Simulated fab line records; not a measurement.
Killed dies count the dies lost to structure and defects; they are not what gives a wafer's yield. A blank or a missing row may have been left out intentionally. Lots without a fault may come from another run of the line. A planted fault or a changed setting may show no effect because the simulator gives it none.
Chamber matching	flow nandHarc	NHARC_P_M1_DESCUM_14 on rieDiel-01: 4 sister chambers
The step chemistry O2, time 3 s. 4 wafers are shown with their chamber, then 7 later ones without.

WAFERS WITH THEIR CHAMBER
wafer	chamber	showerheadPlenumPTorr (Torr)
L144.2	0	1.78
L144.3	1	2.02
L151.2	2	1.78
L151.3	3	1.87

WAFERS WITHOUT THEIR CHAMBER
wafer	showerheadPlenumPTorr (Torr)
L151.5	1.78
L159.1	1.87
L159.2	1.77
L159.6	2.02
L160.1	1.78
L160.3	2.02
L160.5	1.86

CHAMBER TAKEN BY EACH
wafer	from the rows above	in truth
L151.5	can't be placed: 0 or 2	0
L159.1	3	3
L159.2	can't be placed: 0 or 2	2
L159.6	1	1
L160.1	can't be placed: 0 or 2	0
L160.3	1	1
L160.5	3	3
4 of 7 placed correctly. Cannot be placed on the basis of these rows: 3; the candidates contain the true chamber in 3. 0 placed wrongly.
How it was worked out, from the rows above alone: a wafer's distance from a chamber is the root of the sum, over the readings, of the square of ((its reading less the chamber's mean) divided by the reading's scatter). If the next closest chamber is less than 2 further off than the closest, the wafer can't be placed; otherwise it belongs to the closest. Each chamber's mean is taken over the wafers shown for it. The scatter: with one shown wafer a chamber, the root of the mean of the squares of how far each hidden wafer lies from its nearest shown one.
